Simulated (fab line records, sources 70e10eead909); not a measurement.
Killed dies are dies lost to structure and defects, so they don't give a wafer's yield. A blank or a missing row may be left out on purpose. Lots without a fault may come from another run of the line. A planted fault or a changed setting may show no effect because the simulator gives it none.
Chamber matching | flow nand_harc | NHARC_THIN_TSV_CMP_21 on cmp-03: 4 sister chambers
The step polishes, t overpolish 30 s, target thk 2000 nm. 16 wafers are shown with their chamber, then 8 later ones without.

WAFERS WITH THEIR CHAMBER
wafer  | chamber | motor_current_A (A) | overpolish_run_s (s)
L897.1 | 2       | 12.2                | 30.008
L897.2 | 0       | 15.1                | 29.992
L897.3 | 3       | 13.3                | 29.992
L899.1 | 3       | 13.0                | 29.991
L899.2 | 1       | 13.1                | 29.992
L899.6 | 0       | 15.5                | 30.001
L898.1 | 2       | 11.4                | 30.007
L898.3 | 3       | 12.6                | 29.988
L898.5 | 3       | 12.3                | 29.999
L901.2 | 1       | 13.7                | 30.005
L901.3 | 3       | 13.2                | 30.015
L901.6 | 3       | 12.9                | 29.991
L900.3 | 0       | 15.4                | 30.010
L900.4 | 3       | 13.1                | 29.994
L900.6 | 0       | 14.8                | 29.989
L902.2 | 3       | 12.7                | 30.020

SIGNATURES (means of the wafers above)
reading          | chamber 0 | chamber 1 | chamber 2 | chamber 3 | scatter within a chamber
motor_current_A  | 15.200    | 13.400    | 11.800    | 12.887    | 0.364
overpolish_run_s | 29.99800  | 29.99850  | 30.00750  | 29.99875  | 0.0107
Rule: a wafer's distance from a chamber is the root of the sum, over the readings, of the square of ((its reading less the chamber's mean) divided by the reading's scatter). The wafer belongs to the nearest chamber; if the next one is less than 2 further off, it can't be placed. The scatter: the root of (the sum of the squares of (reading less its chamber's mean) over the shown wafers, divided by (wafers less chambers)).

WAFERS WITHOUT THEIR CHAMBER
wafer  | motor_current_A (A) | overpolish_run_s (s)
L902.3 | 12.0                | 29.997
L902.4 | 13.4                | 30.002
L909.1 | 11.4                | 29.999
L909.2 | 12.5                | 30.014
L909.3 | 14.0                | 30.006
L918.1 | 15.4                | 30.009
L918.2 | 13.1                | 30.007
L918.3 | 12.0                | 30.005

WHICH CHAMBER EACH WENT THROUGH
wafer  | from the rows above          | in truth
L902.3 | can't be placed: 2 or 3      | 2
L902.4 | can't be placed: 1 or 3      | 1
L909.1 | 2                            | 2
L909.2 | can't be placed: 3 or 2 or 1 | 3
L909.3 | can't be placed: 1 or 3 or 0 | 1
L918.1 | 0                            | 0
L918.2 | can't be placed: 3 or 1      | 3
L918.3 | can't be placed: 2 or 3      | 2
Placed correctly: 2 of 8. Can't be placed from these rows: 6 (the true chamber is among the candidates in 6). Placed wrongly: 0.
